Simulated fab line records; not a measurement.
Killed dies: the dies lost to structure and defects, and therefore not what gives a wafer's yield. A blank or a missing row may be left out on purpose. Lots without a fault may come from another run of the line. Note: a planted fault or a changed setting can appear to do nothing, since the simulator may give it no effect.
Chamber matching || flow nand_harc || NHARC_A_STAIRCASE_ETCH_253 on rie_diel-05 has 4 sister chambers
The step etches the open film in C4F8/O2, target depth 50 nm, time 20.2 s. 6 wafers are shown with their chamber, then 7 later ones without.

== WAFERS PAIRED WITH THEIR CHAMBERS ==
{"wafer": "L077.1", "chamber": 2, "rf_vpp_V (V)": 897, "oes_product_au (a.u.)": 0.949}
{"wafer": "L079.1", "chamber": 0, "rf_vpp_V (V)": 903, "oes_product_au (a.u.)": 0.924}
{"wafer": "L079.2", "chamber": 3, "rf_vpp_V (V)": 897, "oes_product_au (a.u.)": 0.912}
{"wafer": "L079.3", "chamber": 1, "rf_vpp_V (V)": 901, "oes_product_au (a.u.)": 0.924}
{"wafer": "L080.2", "chamber": 0, "rf_vpp_V (V)": 904, "oes_product_au (a.u.)": 0.930}
{"wafer": "L080.5", "chamber": 1, "rf_vpp_V (V)": 902, "oes_product_au (a.u.)": 0.915}

== WAFERS WITHOUT THEIR CHAMBER ==
{"wafer": "L080.6", "rf_vpp_V (V)": 896, "oes_product_au (a.u.)": 0.928}
{"wafer": "L082.1", "rf_vpp_V (V)": 897, "oes_product_au (a.u.)": 0.952}
{"wafer": "L082.3", "rf_vpp_V (V)": 898, "oes_product_au (a.u.)": 0.937}
{"wafer": "L082.6", "rf_vpp_V (V)": 904, "oes_product_au (a.u.)": 0.938}
{"wafer": "L087.1", "rf_vpp_V (V)": 896, "oes_product_au (a.u.)": 0.938}
{"wafer": "L087.4", "rf_vpp_V (V)": 903, "oes_product_au (a.u.)": 0.959}
{"wafer": "L087.6", "rf_vpp_V (V)": 903, "oes_product_au (a.u.)": 0.954}

== CHAMBER TAKEN BY EACH ==
{"wafer": "L080.6", "from the rows above": "can't be placed: 3 or 2", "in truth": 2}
{"wafer": "L082.1", "from the rows above": 2, "in truth": 2}
{"wafer": "L082.3", "from the rows above": 2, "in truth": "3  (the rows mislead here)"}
{"wafer": "L082.6", "from the rows above": 0, "in truth": 0}
{"wafer": "L087.1", "from the rows above": 2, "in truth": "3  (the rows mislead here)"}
{"wafer": "L087.4", "from the rows above": "can't be placed: 0 or 1", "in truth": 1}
{"wafer": "L087.6", "from the rows above": "can't be placed: 0 or 1", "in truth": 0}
Correct placement for 2 of the 7. Not placeable from these rows: 3 (in 3, the candidates include the true chamber). Number placed wrongly: 2.
How it was worked out, from the rows above alone: a wafer's distance from a chamber is the root of the sum, over the readings, of the square of ((its reading less the chamber's mean) divided by the reading's scatter). The wafer belongs to the nearest chamber; if the next one is less than 2 further off, it can't be placed. For every chamber, the mean is computed from those of its wafers that are shown. How the scatter is found: for the shown wafers, subtract from each reading the mean of its chamber, square and add these, divide the total by (wafers less chambers), then take the root.
